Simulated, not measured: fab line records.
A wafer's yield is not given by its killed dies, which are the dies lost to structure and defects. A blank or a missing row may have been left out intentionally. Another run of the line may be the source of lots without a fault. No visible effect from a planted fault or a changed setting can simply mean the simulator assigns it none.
Chamber matching -- flow nand-harc -- pecvd-01 running NHARC_P_M0_PRE_CLEAN_31: 3 sister chambers
The step time 12 s. 3 wafers are shown with their chamber, then 8 later ones without.

== EACH WAFER AND ITS CHAMBER ==
wafer,chamber,heater-power-outer-w (W)
L083.2,2,359
L086.6,1,379
L089.3,0,384

== WAFERS MISSING THEIR CHAMBER ==
wafer,heater-power-outer-w (W)
L089.4,390
L089.6,383
L090.2,354
L090.4,316
L090.5,370
L091.2,344
L091.3,354
L091.5,371

== THE CHAMBER EACH PASSED THROUGH ==
wafer,from the rows above,in truth
L089.4,can't be placed: 0 or 1 or 2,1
L089.6,can't be placed: 0 or 1 or 2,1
L090.2,can't be placed: 2 or 1 or 0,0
L090.4,can't be placed: 2 or 1 or 0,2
L090.5,can't be placed: 1 or 2 or 0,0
L091.2,can't be placed: 2 or 1 or 0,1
L091.3,can't be placed: 2 or 1 or 0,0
L091.5,can't be placed: 1 or 2 or 0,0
0 of 8 placed correctly. From these rows, 8 cannot be placed; in 8 the true chamber is one of the candidates. Wrongly placed: 0.
How it was worked out, from the rows above alone: a wafer's distance from a chamber is the root of the sum, over the readings, of the square of ((its reading less the chamber's mean) divided by the reading's scatter). The wafer belongs to the nearest chamber; if the next one is less than 2 further off, it can't be placed. The mean given for a chamber averages the wafers shown for that chamber. The scatter: root of mean squared gap, hidden wafer to nearest shown wafer, with one shown wafer a chamber.
